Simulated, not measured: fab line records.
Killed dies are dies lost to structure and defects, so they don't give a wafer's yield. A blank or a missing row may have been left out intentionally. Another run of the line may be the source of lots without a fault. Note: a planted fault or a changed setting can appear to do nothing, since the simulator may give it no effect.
Code-filled problem report in 8D (eight disciplines) form / flow nand harc / the parts of the form that need people (team, actions taken, sign-off) are left out

## 1. WHAT WENT WRONG
Mean of raw defect count at NHARC_A_CHANNEL_HOLE_D1_INSPECT_40: 631 across 2 wafers in 2 lots; on wafers with no fault it is 66 (standard deviation 17). Relative to the usual mean, that is a shift of +33 standard deviations.
Earliest sighting: wafer L830.5 on defect inspect-01 at day 9 17:14. The record has a number at this step for 36 wafers belonging to 12 lots. Rule for "out", or "out of limits": more than 4 standard deviations from the usual mean. All remaining wafers that have a number are taken as sound.

## 2. WHAT IT IS AND WHAT IT IS NOT
question=which readings at this step | is=raw defect count | is not=-
question=which lots | is=L830, L834 | is not=L826, L829, L831, L842, L843, L844, L846, L847, L848, L849
question=which wafers of those lots | is=L830.5, L834.1 | is not=L830.2, L830.6, L834.2, L834.6
question=read on which gauges | is=defect inspect-01, defect inspect-02 | is not=-
question=when | is=from day 9 17:14 | is not=up to then (11 sound wafers); but 23 sound wafers of L834, L842, L843, L844, L846, L847, L848, L849 came after

## 3. WHAT RULES OUT EACH SUSPECT
Counting: if a tool at a process step up to the reading ran every lot that is out, it stays a suspect. Sound lots after the first of them don't rule it out here, since some wafers of a struck lot are sound.
- the gauge at NHARC_A_CHANNEL_HOLE_D1_INSPECT_40: ruled out. The wafers that are out were read on 2 gauges (defect inspect-01, defect inspect-02).
- har etch-02 at NHARC_A_CHANNEL_HOLE_D1_ETCH_21 (etches the open film in C4F8/O2/Ar, time 514.3 s, target depth 1600 nm): kept. It processed each lot that is out (first: L830, day 9 12:04); up to then, its last sound lot is L831 (day 9 07:50).
- har etch-02 at NHARC_A_CHANNEL_HOLE_D1_ETCH_26 (etches the open film in C4F8/O2/Ar, time 224.1 s, target depth 300 nm): kept. It processed each lot that is out (first: L830, day 9 15:21); up to then, its last sound lot is L831 (day 9 11:11).
- The sound lot-mates ran in chamber 0 of har etch-02 at NHARC_A_CHANNEL_HOLE_D1_ETCH_21, but the wafers that are out ran in chamber 1.
- The sound lot-mates ran in chamber 0 of har etch-02 at NHARC_A_CHANNEL_HOLE_D1_ETCH_26, but the wafers that are out ran in chamber 1.
Remaining after the count are har etch-02 at NHARC_A_CHANNEL_HOLE_D1_ETCH_21 and har etch-02 at NHARC_A_CHANNEL_HOLE_D1_ETCH_26.

## 4. THE CAUSE (what the simulator had put in)
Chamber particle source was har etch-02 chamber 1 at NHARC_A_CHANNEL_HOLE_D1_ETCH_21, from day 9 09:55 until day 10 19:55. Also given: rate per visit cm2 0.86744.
Of the 2 suspects that counting leaves, this tool is one.

## 5. SEQUENCE OF EFFECTS, ordered by route
One row per reading whose mean, taken over the struck wafers that have a number, lies over 3 standard deviations from the usual. Only readings for which the record gives a usual standard deviation are gone through. hours: the time from each lot's start at the first step in this table that gives one to its start at this step, as a median over the lots. sigmas: the change in usual standard deviations.
hours=0; step=NHARC_A_CHANNEL_HOLE_D1_INSPECT_40; reading=raw defect count; usual=66; on struck wafers=631; change=+565; sigmas=+33
hours=261; step=NHARC_END_SORT_01; reading=killed at array; usual=28; on struck wafers=68; change=+40; sigmas=+3.6
hours=261; step=NHARC_END_SORT_01; reading=killed dies; usual=31; on struck wafers=71; change=+40; sigmas=+3.3

## 6. WHAT WOULD HAVE CAUGHT IT SOONER
7 hours passed between the start of the fault at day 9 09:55 and the first reading out of limits at a measuring or inspecting step in this record, taken at day 9 17:14.
No tool reading at NHARC_A_CHANNEL_HOLE_D1_ETCH_21 that has a usual standard deviation in the record was out on any struck wafer, so an alarm limit of 4 standard deviations on those readings would not have fired.
L834, from the lots that are out (2), started NHARC_A_CHANNEL_HOLE_D1_ETCH_21 on har etch-02 later than day 9 17:14. It would have been spared by a hold on the tool at that moment.
